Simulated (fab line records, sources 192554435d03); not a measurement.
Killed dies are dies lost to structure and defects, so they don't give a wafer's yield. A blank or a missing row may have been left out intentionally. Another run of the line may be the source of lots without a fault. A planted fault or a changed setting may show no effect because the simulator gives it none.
Matching of chambers / flow n5-finfet / N5_MOL_CONTACT_COAG_ETCHBACK_132 on rie-diel-05: 4 sister chambers
The step etches SiO2 in CHF3, target depth 10 nm, time 6.7 s. 4 wafers are shown with their chamber, then 8 later ones without.

WAFERS PAIRED WITH THEIR CHAMBERS
wafer=L074.1; chamber=1; drypump-motor-current-A (A)=5.4
wafer=L084.1; chamber=2; drypump-motor-current-A (A)=5.8
wafer=L086.4; chamber=3; drypump-motor-current-A (A)=6.3
wafer=L085.1; chamber=0; drypump-motor-current-A (A)=5.6

WAFERS WITH NO CHAMBER GIVEN
wafer=L085.2; drypump-motor-current-A (A)=5.4
wafer=L085.6; drypump-motor-current-A (A)=5.6
wafer=L088.1; drypump-motor-current-A (A)=5.5
wafer=L088.2; drypump-motor-current-A (A)=5.8
wafer=L088.5; drypump-motor-current-A (A)=5.6
wafer=L095.2; drypump-motor-current-A (A)=6.3
wafer=L095.5; drypump-motor-current-A (A)=5.8
wafer=L095.6; drypump-motor-current-A (A)=6.3

WHICH CHAMBER EACH WENT THROUGH
wafer=L085.2; from the rows above=1; in truth=1
wafer=L085.6; from the rows above=0; in truth=0
wafer=L088.1; from the rows above=can't be placed: 0 or 1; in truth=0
wafer=L088.2; from the rows above=2; in truth=2
wafer=L088.5; from the rows above=0; in truth=0
wafer=L095.2; from the rows above=3; in truth=3
wafer=L095.5; from the rows above=2; in truth=2
wafer=L095.6; from the rows above=3; in truth=3
7 of 8 placed correctly. Cannot be placed on the basis of these rows: 1; the candidates contain the true chamber in 1. Placed wrongly: 0.
How it was worked out, from the rows above alone: a wafer's distance from a chamber is the root of the sum, over the readings, of the square of ((its reading less the chamber's mean) divided by the reading's scatter). The wafer belongs to the nearest chamber; if the next one is less than 2 further off, it can't be placed. The mean given for a chamber averages the wafers shown for that chamber. The scatter: with one shown wafer a chamber, the root of the mean of the squares of how far each hidden wafer lies from its nearest shown one.
